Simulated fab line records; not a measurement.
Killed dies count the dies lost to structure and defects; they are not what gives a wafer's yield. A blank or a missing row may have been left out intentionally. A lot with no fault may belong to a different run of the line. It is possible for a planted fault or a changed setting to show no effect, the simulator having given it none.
Which tool is to blame? + flow n5Finfet + 24 lots, 72 wafers sampled, at 6 steps of a route of 1938

## WHAT THE GAUGES SHOWED, per wafer
N5_BEOL_M11_CD_MEAS_11: the cd target is 64.1 nm.
| lot  | measured     | on       | cdNm (nm)      |
|------|--------------|----------|----------------|
| L075 | day 11 05:20 | cdSem-02 | 64.8 65.6 65.4 |
| L074 | day 11 15:48 | cdSem-03 | 63.2 65.1 64.5 |
| L077 | day 12 07:28 | cdSem-03 | 63.8 63.7 64.1 |
| L076 | day 12 07:10 | cdSem-03 | 65.0 63.8 63.9 |
| L078 | day 12 16:43 | cdSem-03 | 64.1 63.5 64.3 |
| L079 | day 13 01:08 | cdSem-01 | 64.2 64.9 64.6 |
| L082 | day 13 04:23 | cdSem-01 | 64.1 63.8 64.5 |
| L081 | day 13 08:28 | cdSem-02 | 63.9 64.2 64.1 |
| L080 | day 13 16:02 | cdSem-01 | 64.3 64.0 63.9 |
| L083 | day 13 18:16 | cdSem-01 | 64.8 65.4 65.3 |
| L084 | day 13 19:07 | cdSem-01 | 64.4 65.6 65.1 |
| L085 | day 13 22:46 | cdSem-02 | 63.9 63.4 64.0 |
| L086 | day 14 02:20 | cdSem-02 | 63.4 63.4 63.6 |
| L088 | day 14 22:40 | cdSem-01 | 64.3 64.1 64.8 |
| L087 | day 15 06:53 | cdSem-01 | 64.8 64.1 63.8 |
| L091 | day 15 07:26 | cdSem-01 | 63.4 64.4 63.6 |
| L089 | day 16 03:01 | cdSem-02 | 65.0 64.7 65.1 |
| L090 | day 16 13:24 | cdSem-01 | 64.5 64.1 64.5 |
| L093 | day 16 16:40 | cdSem-01 | 63.9 63.9 64.3 |
| L092 | day 16 22:13 | cdSem-01 | 63.6 64.7 64.6 |
| L094 | day 17 22:36 | cdSem-01 | 64.2 63.8 63.8 |
| L096 | day 17 22:46 | cdSem-03 | 63.3 63.3 64.3 |
| L097 | day 17 22:48 | cdSem-02 | 63.4 64.8 64.6 |
| L095 | day 17 22:53 | cdSem-03 | 64.1 64.9 64.6 |

## EACH LOT AND THE TOOL THAT RAN IT (in order: tool; ch and the chambers of the sampled wafers; start)
| lot  | N5_BEOL_M9_CURE_72           | N5_BEOL_M10_CURE_71          | N5_BEOL_M10_DESCUM_33             | N5_BEOL_M10_DEGAS_44        | N5_BEOL_M10_PRE_CLEAN_45    |
|------|------------------------------|------------------------------|-----------------------------------|-----------------------------|-----------------------------|
| L075 | uvCure-03 ch 0, day 10 09:49 | uvCure-02 ch 1, day 10 14:52 | rieDiel-06 ch 1,3, day 10 19:52   | pvdSputter-03, day 10 21:14 | pvdSputter-03, day 10 21:17 |
| L074 | uvCure-02 ch 0, day 10 22:44 | uvCure-01 ch 2, day 11 06:52 | rieDiel-04 ch 2,3, day 11 09:20   | pvdSputter-02, day 11 10:22 | pvdSputter-02, day 11 10:24 |
| L077 | uvCure-01 ch 2, day 11 10:41 | uvCure-02 ch 0, day 11 14:41 | rieDiel-05 ch 0,1,2, day 12 01:16 | pvdSputter-02, day 12 02:26 | pvdSputter-02, day 12 02:28 |
| L076 | uvCure-01 ch 2, day 11 12:51 | uvCure-01 ch 0, day 11 16:52 | rieDiel-06 ch 0,1,3, day 12 00:49 | pvdSputter-01, day 12 02:10 | pvdSputter-01, day 12 02:13 |
| L078 | uvCure-03 ch 2, day 12 01:49 | uvCure-01 ch 0, day 12 04:55 | rieDiel-06 ch 1,2,3, day 12 10:42 | pvdSputter-02, day 12 11:50 | pvdSputter-02, day 12 11:52 |
| L079 | uvCure-01 ch 0, day 12 11:24 | uvCure-01 ch 0, day 12 13:38 | rieDiel-05 ch 1,2,3, day 12 20:13 | pvdSputter-02, day 12 21:23 | pvdSputter-02, day 12 21:26 |
| L082 | uvCure-03 ch 2, day 12 14:16 | uvCure-03 ch 1, day 12 18:14 | rieDiel-06 ch 1,2, day 12 22:33   | pvdSputter-03, day 13 00:34 | pvdSputter-03, day 13 00:37 |
| L081 | uvCure-01 ch 2, day 12 20:31 | uvCure-03 ch 1, day 12 23:05 | rieDiel-04 ch 0,1, day 13 03:05   | pvdSputter-02, day 13 04:40 | pvdSputter-02, day 13 04:43 |
| L080 | uvCure-02 ch 1, day 13 04:56 | uvCure-02 ch 2, day 13 07:46 | rieDiel-06 ch 0,2, day 13 11:58   | pvdSputter-02, day 13 13:07 | pvdSputter-02, day 13 13:10 |
| L083 | uvCure-02 ch 1, day 13 06:00 | uvCure-03 ch 1, day 13 08:27 | rieDiel-05 ch 1,3, day 13 13:25   | pvdSputter-01, day 13 14:25 | pvdSputter-01, day 13 14:28 |
| L084 | uvCure-01 ch 2, day 13 06:13 | uvCure-03 ch 1, day 13 09:34 | rieDiel-06 ch 0,2,3, day 13 13:49 | pvdSputter-02, day 13 15:03 | pvdSputter-02, day 13 15:05 |
| L085 | uvCure-01 ch 0, day 13 09:10 | uvCure-03 ch 2, day 13 12:02 | rieDiel-06 ch 0,3, day 13 17:06   | pvdSputter-01, day 13 18:48 | pvdSputter-01, day 13 18:50 |
| L086 | uvCure-02 ch 0, day 13 13:34 | uvCure-01 ch 2, day 13 15:59 | rieDiel-06 ch 0,2,3, day 13 22:01 | pvdSputter-01, day 13 23:07 | pvdSputter-01, day 13 23:09 |
| L088 | uvCure-01 ch 2, day 14 10:49 | uvCure-01 ch 2, day 14 13:29 | rieDiel-04 ch 0,2,3, day 14 18:08 | pvdSputter-01, day 14 19:13 | pvdSputter-01, day 14 19:15 |
| L087 | uvCure-01 ch 1, day 14 18:19 | uvCure-03 ch 1, day 14 20:29 | rieDiel-06 ch 1,2, day 14 23:59   | pvdSputter-01, day 15 01:10 | pvdSputter-01, day 15 01:12 |
| L091 | uvCure-02 ch 0, day 14 20:14 | uvCure-02 ch 1, day 14 23:20 | rieDiel-06 ch 0,1,3, day 15 03:02 | pvdSputter-03, day 15 04:03 | pvdSputter-03, day 15 04:05 |
| L089 | uvCure-03 ch 0, day 15 09:29 | uvCure-02 ch 2, day 15 11:56 | rieDiel-05 ch 0,2, day 15 19:49   | pvdSputter-01, day 15 21:32 | pvdSputter-01, day 15 21:35 |
| L090 | uvCure-01 ch 2, day 15 22:31 | uvCure-03 ch 1, day 16 02:37 | rieDiel-05 ch 0,2,3, day 16 06:59 | pvdSputter-03, day 16 09:32 | pvdSputter-03, day 16 09:34 |
| L093 | uvCure-03 ch 0, day 16 05:52 | uvCure-03 ch 0, day 16 08:54 | rieDiel-04 ch 0,1,2, day 16 12:13 | pvdSputter-01, day 16 13:29 | pvdSputter-01, day 16 13:32 |
| L092 | uvCure-03 ch 0, day 16 07:07 | uvCure-01 ch 0, day 16 13:10 | rieDiel-04 ch 1,2, day 16 15:57   | pvdSputter-01, day 16 18:21 | pvdSputter-01, day 16 18:23 |
| L094 | uvCure-03 ch 2, day 17 01:13 | uvCure-03 ch 2, day 17 05:01 | rieDiel-05 ch 0,2,3, day 17 12:52 | pvdSputter-02, day 17 14:37 | pvdSputter-02, day 17 14:39 |
| L096 | uvCure-03 ch 2, day 17 03:28 | uvCure-03 ch 0, day 17 07:37 | rieDiel-04 ch 1,2, day 17 15:08   | pvdSputter-01, day 17 16:29 | pvdSputter-01, day 17 16:31 |
| L097 | uvCure-03 ch 2, day 17 06:01 | uvCure-02 ch 1, day 17 08:41 | rieDiel-05 ch 0,1,2, day 17 15:10 | pvdSputter-03, day 17 16:33 | pvdSputter-03, day 17 16:35 |
| L095 | uvCure-02 ch 0, day 17 06:28 | uvCure-03 ch 2, day 17 09:23 | rieDiel-05 ch 1,2, day 17 16:07   | pvdSputter-03, day 17 17:20 | pvdSputter-03, day 17 17:22 |
- N5_BEOL_M9_CURE_72: cures SiCOH lowk, time 120 s.
- N5_BEOL_M10_CURE_71: cures SiCOH lowk, time 240 s.
- N5_BEOL_M10_DESCUM_33: chemistry O2, time 7.9 s.
- N5_BEOL_M10_DEGAS_44: time 60 s.
- N5_BEOL_M10_PRE_CLEAN_45: time 30 s.

## AS READ BY THE TOOLS THEMSELVES (means over the sampled wafers that have a number; for cases with no such wafer, the mark the record gives instead)
N5_BEOL_M9_CURE_72.
| lot  | tool      | lampPowerPct (%) | wafer_temp_C_max |
|------|-----------|------------------|------------------|
| L075 | uvCure-03 | 52.28            | 371.0            |
| L074 | uvCure-02 | 52.30            | 372.3            |
| L077 | uvCure-01 | 52.36            | 372.1            |
| L076 | uvCure-01 | 52.29            | 372.9            |
| L078 | uvCure-03 | 52.30            | 371.7            |
| L079 | uvCure-01 | 52.25            | 372.0            |
| L082 | uvCure-03 | 52.29            | 371.7            |
| L081 | uvCure-01 | 52.31            | 372.2            |
| L080 | uvCure-02 | 52.30            | 371.9            |
| L083 | uvCure-02 | 52.31            | 372.6            |
| L084 | uvCure-01 | 52.30            | 373.2            |
| L085 | uvCure-01 | 52.27            | 371.8            |
| L086 | uvCure-02 | 52.23            | 371.3            |
| L088 | uvCure-01 | 52.36            | 372.3            |
| L087 | uvCure-01 | 52.26            | 372.0            |
| L091 | uvCure-02 | 52.32            | 371.7            |
| L089 | uvCure-03 | 52.34            | 371.4            |
| L090 | uvCure-01 | 52.33            | 371.9            |
| L093 | uvCure-03 | 52.29            | 372.0            |
| L092 | uvCure-03 | 52.31            | 371.3            |
| L094 | uvCure-03 | 52.29            | 371.9            |
| L096 | uvCure-03 | 52.32            | 371.3            |
| L097 | uvCure-03 | 52.28            | 371.5            |
| L095 | uvCure-02 | 52.27            | 372.0            |

N5_BEOL_M10_CURE_71.
| lot  | tool      | lampPowerPct (%) | wafer_temp_C_max |
|------|-----------|------------------|------------------|
| L075 | uvCure-02 | 52.30            | 386.8            |
| L074 | uvCure-01 | 52.29            | 387.0            |
| L077 | uvCure-02 | 52.34            | 386.8            |
| L076 | uvCure-01 | 52.28            | 387.0            |
| L078 | uvCure-01 | 52.29            | 387.0            |
| L079 | uvCure-01 | 52.31            | 387.2            |
| L082 | uvCure-03 | 52.32            | 386.8            |
| L081 | uvCure-03 | 52.26            | 387.0            |
| L080 | uvCure-02 | 52.30            | 386.6            |
| L083 | uvCure-03 | 52.26            | 387.1            |
| L084 | uvCure-03 | 52.34            | 387.1            |
| L085 | uvCure-03 | 52.28            | 386.4            |
| L086 | uvCure-01 | 52.24            | 387.6            |
| L088 | uvCure-01 | 52.33            | 387.4            |
| L087 | uvCure-03 | 52.32            | 387.0            |
| L091 | uvCure-02 | 52.29            | 387.0            |
| L089 | uvCure-02 | 52.30            | 386.3            |
| L090 | uvCure-03 | 52.29            | 387.5            |
| L093 | uvCure-03 | 52.36            | 386.8            |
| L092 | uvCure-01 | 52.33            | 386.9            |
| L094 | uvCure-03 | 52.31            | 386.6            |
| L096 | uvCure-03 | 52.26            | 386.5            |
| L097 | uvCure-02 | 52.31            | 387.6            |
| L095 | uvCure-03 | 52.29            | 386.2            |

N5_BEOL_M10_DESCUM_33.
| lot  | tool       | drypumpMotorCurrentA (A) | oesProductAu (a.u.) | rfVppV (V) | showerheadPlenumPTorr (Torr) | throttleValvePct (%) |
|------|------------|--------------------------|---------------------|------------|------------------------------|----------------------|
| L075 | rieDiel-06 | 5.48                     | 0.86                | 242.8      | 2.06                         | 20.09                |
| L074 | rieDiel-04 | 5.83                     | 0.79                | 243.7      | 2.14                         | 20.63                |
| L077 | rieDiel-05 | 5.84                     | 0.81                | 243.4      | 2.11                         | 20.21                |
| L076 | rieDiel-06 | 5.49                     | 0.85                | 243.7      | 2.12                         | 20.16                |
| L078 | rieDiel-06 | 5.55                     | 0.85                | 243.7      | 2.12                         | 20.02                |
| L079 | rieDiel-05 | 5.95                     | 0.85                | 243.1      | 2.08                         | 20.22                |
| L082 | rieDiel-06 | 5.70                     | 0.81                | 244.7      | 2.14                         | 20.12                |
| L081 | rieDiel-04 | 5.65                     | 0.90                | 243.1      | 2.08                         | 20.13                |
| L080 | rieDiel-06 | 5.70                     | 0.82                | 243.6      | 2.20                         | 20.20                |
| L083 | rieDiel-05 | 5.86                     | 0.87                | 242.1      | 2.06                         | 20.14                |
| L084 | rieDiel-06 | 5.53                     | 0.84                | 244.4      | 2.17                         | 20.10                |
| L085 | rieDiel-06 | 5.47                     | 0.83                | 244.1      | 2.17                         | 20.24                |
| L086 | rieDiel-06 | 5.54                     | 0.84                | 244.7      | 2.17                         | 20.11                |
| L088 | rieDiel-04 | 5.65                     | 0.89                | 244.0      | 2.17                         | 20.36                |
| L087 | rieDiel-06 | 5.67                     | 0.78                | 243.3      | 2.08                         | 20.23                |
| L091 | rieDiel-06 | 5.50                     | 0.81                | 244.5      | 2.11                         | 20.20                |
| L089 | rieDiel-05 | 5.95                     | 0.76                | 243.1      | 2.08                         | 20.49                |
| L090 | rieDiel-05 | 5.88                     | 0.78                | 242.1      | 2.07                         | 20.42                |
| L093 | rieDiel-04 | 5.65                     | 0.89                | 244.2      | 2.13                         | 20.29                |
| L092 | rieDiel-04 | 5.84                     | 0.88                | 244.1      | 2.15                         | 20.36                |
| L094 | rieDiel-05 | 5.86                     | 0.77                | 242.9      | 2.07                         | 20.42                |
| L096 | rieDiel-04 | 5.65                     | 0.89                | 244.3      | 2.18                         | 20.45                |
| L097 | rieDiel-05 | 5.85                     | 0.76                | 243.1      | 2.09                         | 20.29                |
| L095 | rieDiel-05 | 5.93                     | 0.79                | 243.2      | 2.09                         | 20.15                |

N5_BEOL_M10_DEGAS_44.
| lot  | tool          | heaterPowerW (W) | susceptorTempC (C) |
|------|---------------|------------------|--------------------|
| L075 | pvdSputter-03 | 355              | 249.71             |
| L074 | pvdSputter-02 | 384              | 249.97             |
| L077 | pvdSputter-02 | 370              | 250.00             |
| L076 | pvdSputter-01 | 311              | 249.90             |
| L078 | pvdSputter-02 | 370              | 250.05             |
| L079 | pvdSputter-02 | 346              | 249.81             |
| L082 | pvdSputter-03 | 324              | 249.95             |
| L081 | pvdSputter-02 | 357              | 249.98             |
| L080 | pvdSputter-02 | 366              | 250.04             |
| L083 | pvdSputter-01 | 306              | 250.09             |
| L084 | pvdSputter-02 | 370              | 250.16             |
| L085 | pvdSputter-01 | 305              | 249.93             |
| L086 | pvdSputter-01 | 308              | 249.95             |
| L088 | pvdSputter-01 | 300              | 250.04             |
| L087 | pvdSputter-01 | 313              | 250.03             |
| L091 | pvdSputter-03 | 324              | 249.90             |
| L089 | pvdSputter-01 | 307              | 249.95             |
| L090 | pvdSputter-03 | 334              | 250.12             |
| L093 | pvdSputter-01 | 350              | 249.89             |
| L092 | pvdSputter-01 | 302              | 250.02             |
| L094 | pvdSputter-02 | 373              | 249.96             |
| L096 | pvdSputter-01 | 352              | 250.03             |
| L097 | pvdSputter-03 | 321              | 249.89             |
| L095 | pvdSputter-03 | 340              | 250.03             |

N5_BEOL_M10_PRE_CLEAN_45.
| lot  | tool          | heaterPowerW (W) | susceptorTempC (C) |
|------|---------------|------------------|--------------------|
| L075 | pvdSputter-03 | 348              | 249.83             |
| L074 | pvdSputter-02 | 383              | 249.88             |
| L077 | pvdSputter-02 | 370              | 249.94             |
| L076 | pvdSputter-01 | 309              | 249.84             |
| L078 | pvdSputter-02 | 366              | 249.92             |
| L079 | pvdSputter-02 | 355              | 249.84             |
| L082 | pvdSputter-03 | 328              | 250.04             |
| L081 | pvdSputter-02 | 348              | 249.90             |
| L080 | pvdSputter-02 | 366              | 250.08             |
| L083 | pvdSputter-01 | 306              | 249.88             |
| L084 | pvdSputter-02 | 375              | 249.80             |
| L085 | pvdSputter-01 | 300              | 249.83             |
| L086 | pvdSputter-01 | 309              | 249.97             |
| L088 | pvdSputter-01 | 303              | 250.05             |
| L087 | pvdSputter-01 | 312              | 250.03             |
| L091 | pvdSputter-03 | 329              | 249.85             |
| L089 | pvdSputter-01 | 314              | 249.98             |
| L090 | pvdSputter-03 | 334              | 250.19             |
| L093 | pvdSputter-01 | 347              | 249.95             |
| L092 | pvdSputter-01 | 308              | 249.95             |
| L094 | pvdSputter-02 | 378              | 249.84             |
| L096 | pvdSputter-01 | 349              | 250.10             |
| L097 | pvdSputter-03 | 318              | 250.13             |
| L095 | pvdSputter-03 | 340              | 250.18             |

## THE ANSWER, worked out from the rows above alone
Rule: usual is defined by the lots themselves. The widest of any qualifying gaps counts: lots, ordered by their means at a reading, are off when they make up no more than a third of the lots, leave a main group of 4 or more, and stand apart from it by 3 or more times the standard deviation of that group's means. The tables above print the reading to a certain number of digits; a main group whose means all agree to those digits is not used. A lot without any number at a reading at which 4 lots or more have one is off too. All remaining lots with rows at the step are treated as sound. Order of review: gauges by route order, followed by the tools' own readings, for which a lot's mean as printed above is used. The first step at which some lot is off is used, and at that step the reading that is off furthest; a lot without a number counts as furthest.
None of the lots is off at any reading shown; this tells nothing.

## WHAT THE SIMULATOR PUT IN
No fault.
